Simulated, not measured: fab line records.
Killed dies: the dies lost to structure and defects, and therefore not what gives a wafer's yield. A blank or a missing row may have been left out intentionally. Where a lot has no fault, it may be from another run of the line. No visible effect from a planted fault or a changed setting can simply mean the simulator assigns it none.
Matching of chambers | flow nand-harc | NHARC_P_GATE_DESCUM_13 on rie-diel-09: 4 sister chambers
The step chemistry O2, time 3 s. 16 wafers are shown with their chamber, then 8 later ones without.

WAFERS, EACH WITH ITS CHAMBER
wafer  | chamber | showerhead-plenum-p-Torr (Torr) | drypump-motor-current-A (A) | oes-product-au (a.u.)
L074.1 | 2       | 1.82                            | 5.8                         | 1.014
L074.4 | 3       | 1.78                            | 6.2                         | 1.006
L074.6 | 2       | 1.82                            | 5.8                         | 1.026
L077.1 | 0       | 1.82                            | 5.9                         | 0.977
L077.2 | 2       | 1.82                            | 5.8                         | 1.017
L077.5 | 1       | 1.98                            | 6.3                         | 1.013
L088.1 | 0       | 1.82                            | 5.9                         | 1.012
L088.3 | 3       | 1.78                            | 6.2                         | 1.024
L088.4 | 1       | 1.98                            | 6.4                         | 1.013
L089.1 | 1       | 1.98                            | 6.3                         | 1.014
L089.3 | 0       | 1.82                            | 5.9                         | 1.005
L089.4 | 2       | 1.82                            | 5.8                         | 1.002
L090.1 | 2       | 1.82                            | 5.8                         | 1.007
L090.3 | 1       | 1.97                            | 6.3                         | 1.011
L090.4 | 3       | 1.78                            | 6.2                         | 1.020
L091.3 | 1       | 1.98                            | 6.3                         | 1.002

SIGNATURES (means of the wafers above)
reading                  | chamber 0 | chamber 1 | chamber 2 | chamber 3 | scatter within a chamber
showerhead-plenum-p-Torr | 1.8200    | 1.9780    | 1.8200    | 1.7800    | 0.00258
drypump-motor-current-A  | 5.900     | 6.320     | 5.800     | 6.200     | 0.0258
oes-product-au           | 0.99800   | 1.01060   | 1.01320   | 1.01667   | 0.0104
Rule: distance of a wafer from a chamber = root of the sum over the readings of ((wafer's reading minus chamber's mean) / reading's scatter) squared. If the next closest chamber is less than 2 further off than the closest, the wafer can't be placed; otherwise it belongs to the closest. How the scatter is found: for the shown wafers, subtract from each reading the mean of its chamber, square and add these, divide the total by (wafers less chambers), then take the root.

WAFERS WITH NO CHAMBER GIVEN
wafer  | showerhead-plenum-p-Torr (Torr) | drypump-motor-current-A (A) | oes-product-au (a.u.)
L091.5 | 1.98                            | 6.4                         | 1.005
L091.6 | 1.82                            | 5.8                         | 1.009
L093.1 | 1.82                            | 5.8                         | 1.002
L093.4 | 1.82                            | 5.9                         | 0.987
L093.6 | 1.78                            | 6.2                         | 1.014
L096.2 | 1.82                            | 5.8                         | 1.002
L096.3 | 1.97                            | 6.4                         | 0.998
L096.4 | 1.82                            | 5.9                         | 0.977

CHAMBER TAKEN BY EACH
wafer  | from the rows above | in truth
L091.5 | 1                   | 1
L091.6 | 2                   | 2
L093.1 | 2                   | 2
L093.4 | 0                   | 0
L093.6 | 3                   | 3
L096.2 | 2                   | 2
L096.3 | 1                   | 1
L096.4 | 0                   | 0
Correctly placed: 8 of 8. Can't be placed from these rows: 0. Placed wrongly: 0.
